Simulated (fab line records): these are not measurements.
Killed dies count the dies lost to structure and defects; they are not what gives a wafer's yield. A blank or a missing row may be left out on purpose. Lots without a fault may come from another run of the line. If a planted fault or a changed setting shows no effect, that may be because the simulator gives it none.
Which tool was responsible? -- flow nandHarc -- 14 lots, 42 wafers sampled, at 5 steps of a route of 1159

WHAT THE GAUGES SHOWED, per wafer
NHARC_A_START_INSPECT_01. Usual: 3.5 for rawDefectCount, sd 1.8.
lot,measured,on,rawDefectCount,flag
L226,day 6 15:05,defectInspect-01,4 4 3,
L227,day 7 04:14,defectInspect-02,3 5 0,
L228,day 7 04:42,defectInspect-02,3 3 3,
L229,day 7 05:47,defectInspect-02,1 1 2,
L231,day 7 20:46,defectInspect-01,3 8 5,
L230,day 7 21:46,defectInspect-02,3 3 2,
L232,day 7 22:06,defectInspect-01,8 5 2,
L234,day 8 18:05,defectInspect-02,2 3 5,
L236,day 9 05:32,defectInspect-01,1 4 5,
L241,day 10 10:49,defectInspect-02,3 0 2,
L244,day 10 21:39,defectInspect-02,3 4 2,
L243,day 10 22:26,defectInspect-01,6 7 2,
L245,day 11 01:12,defectInspect-01,4 4 7,
L249,day 11 22:34,defectInspect-02,4 3 5,

NHARC_A_ONON_D1_THK_MEAS_21: measures by ellipsometry. Usual: 999 nm for thkNm, sd 9.3.
lot,measured,on,thkNm (nm),flag
L226,day 8 01:14,filmMetro-01,1012 1013 1012,
L227,day 8 14:49,filmMetro-02,994 996 994,
L228,day 8 14:49,filmMetro-01,999 997 997,
L229,day 8 14:48,filmMetro-01,993 994 992,
L231,day 9 06:35,filmMetro-01,1005 1006 1008,
L230,day 9 06:56,filmMetro-01,1019 1022 1021,
L232,day 9 06:40,filmMetro-01,988 988 989,
L234,day 10 02:40,filmMetro-02,983 984 983,
L236,day 10 16:41,filmMetro-01,993 993 990,
L241,day 11 21:29,filmMetro-01,984 984 983,
L244,day 12 07:02,filmMetro-01,999 1000 1001,
L243,day 12 07:02,filmMetro-02,1008 1008 1007,
L245,day 12 18:50,filmMetro-02,994 995 994,
L249,day 13 06:08,filmMetro-01,997 998 1000,

NHARC_END_SORT_01. Usual: killedAtArray 26, standard deviation 9.9; killedAtOther 0.8, standard deviation 1; killedAtPeriphery 2.8, standard deviation 2.2; killedDies 29, standard deviation 9.9; killedOpen 3.2, standard deviation 1.8; killedShort 2.1, standard deviation 1.4.
lot,measured,on,killedAtArray,killedAtOther,killedAtPeriphery,killedDies,killedOpen,killedShort,flag
L236,day 22 01:08,prober-01,15 19 18,1 0 0,1 1 2,17 20 20,3 2 1,2 3 0,

WHICH TOOL RAN EACH LOT (tool, then ch and the chambers of the sampled wafers, then the start)
lot,NHARC_A_ONON_D1_DEP_25,NHARC_A_ONON_D1_DEP_33
L226,"pecvdOnon-03 ch 0, day 8 01:51","pecvd-04 ch 0,2, day 8 03:04"
L227,"pecvdOnon-02 ch 0, day 8 15:37","pecvd-02 ch 0,1,2, day 8 16:44"
L228,"pecvdOnon-01 ch 0, day 8 15:28","pecvd-01 ch 0,2, day 8 16:43"
L229,"pecvdOnon-03 ch 0, day 8 15:26","pecvd-04 ch 1,2, day 8 16:34"
L231,"pecvdOnon-03 ch 0, day 9 07:24","pecvd-02 ch 1,2, day 9 08:28"
L230,"pecvdOnon-03 ch 0, day 9 07:45","pecvd-02 ch 0,1, day 9 08:55"
L232,"pecvdOnon-02 ch 0, day 9 07:28","pecvd-01 ch 1,2, day 9 08:37"
L234,"pecvdOnon-03 ch 0, day 10 03:20","pecvd-04 ch 0,1,2, day 10 04:31"
L236,"pecvdOnon-03 ch 0, day 10 17:22","pecvd-04 ch 0,1, day 10 18:29"
L241,"pecvdOnon-03 ch 0, day 11 22:10","pecvd-02 ch 0,2, day 11 23:18"
L244,"pecvdOnon-02 ch 0, day 12 07:39","pecvd-01 ch 0,1, day 12 09:08"
L243,"pecvdOnon-03 ch 0, day 12 07:39","pecvd-01 ch 0,2, day 12 08:49"
L245,"pecvdOnon-02 ch 0, day 12 19:32","pecvd-04 ch 0,1, day 12 20:37"
L249,"pecvdOnon-01 ch 0, day 13 06:45","pecvd-01 ch 0,2, day 13 07:57"
- NHARC_A_ONON_D1_DEP_25: target thk 1000 nm.
- NHARC_A_ONON_D1_DEP_33: deposits SiO2, target thk 200 nm.

WHAT THE TOOLS THEMSELVES READ (means of the sampled wafers that have a number; where no wafer has one, the mark that the record gives instead)
NHARC_A_ONON_D1_DEP_25. Usual: 210.0 sccm for sih4FlowSccm, sd 0.66.
lot,tool,sih4FlowSccm (sccm),flag
L226,pecvdOnon-03,209.2,
L227,pecvdOnon-02,209.7,
L228,pecvdOnon-01,210.6,
L229,pecvdOnon-03,209.6,
L231,pecvdOnon-03,209.1,
L230,pecvdOnon-03,210.9,
L232,pecvdOnon-02,210.4,
L234,pecvdOnon-03,209.2,
L236,pecvdOnon-03,210.3,
L241,pecvdOnon-03,209.8,
L244,pecvdOnon-02,251.6,OFF
L243,pecvdOnon-03,210.6,
L245,pecvdOnon-02,253.3,OFF
L249,pecvdOnon-01,209.8,

NHARC_A_ONON_D1_DEP_33. Usual: heaterPowerW 603 W, standard deviation 79; throttleValvePct 16.0 %, standard deviation 0.79.
lot,tool,heaterPowerW (W),throttleValvePct (%),flag
L226,pecvd-04,684,15.7,
L227,pecvd-02,564,16.1,
L228,pecvd-01,609,15.5,
L229,pecvd-04,576,15.8,
L231,pecvd-02,539,15.7,
L230,pecvd-02,634,16.5,
L232,pecvd-01,623,16.1,
L234,pecvd-04,628,15.8,
L236,pecvd-04,634,16.4,
L241,pecvd-02,528,16.5,
L244,pecvd-01,511,14.7,
L243,pecvd-01,607,15.1,
L245,pecvd-04,600,16.4,
L249,pecvd-01,678,15.9,

THE ANSWER, worked out from the rows above alone
Rule: lot off if the mean of its wafers having a number is beyond 3 standard deviations from the usual mean. Also off: a lot with no number at a reading for which 4 or more lots have one. All remaining lots with rows at the step are treated as sound. After the gauges, taken in route order, come the tools' own readings; for these a lot's mean is taken, as printed above. The first step at which some lot is off is used, and at that step the reading that is off furthest; a lot without a number counts as furthest.
Off: L244, L245 (NHARC_A_ONON_D1_DEP_25, sih4FlowSccm).
If a tool, at that step or one of the process steps before it, ran each lot that is off and ran no sound lot following the first of them, it fits. One fits: pecvdOnon-02 at NHARC_A_ONON_D1_DEP_25. Its last sound lot is L232 (day 9 07:28), its first lot that is off L244 (day 12 07:39): a fault that began between those two fits.
On the lots that are off, the tool's own readings at NHARC_A_ONON_D1_DEP_25 differ by more than 5 times the standard deviation of the sound lots' means, which bears it out; sih4FlowSccm reads 252.4 sccm there versus 209.9 sccm on the sound lots.

WHAT THE SIMULATOR PUT IN
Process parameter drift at NHARC_A_ONON_D1_DEP_25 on pecvdOnon-02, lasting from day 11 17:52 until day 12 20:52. The setting sih4FlowSccm was moved by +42, starting from 210. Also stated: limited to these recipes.
Lots struck among those shown: L244, L245. The rule above reached the same finding.
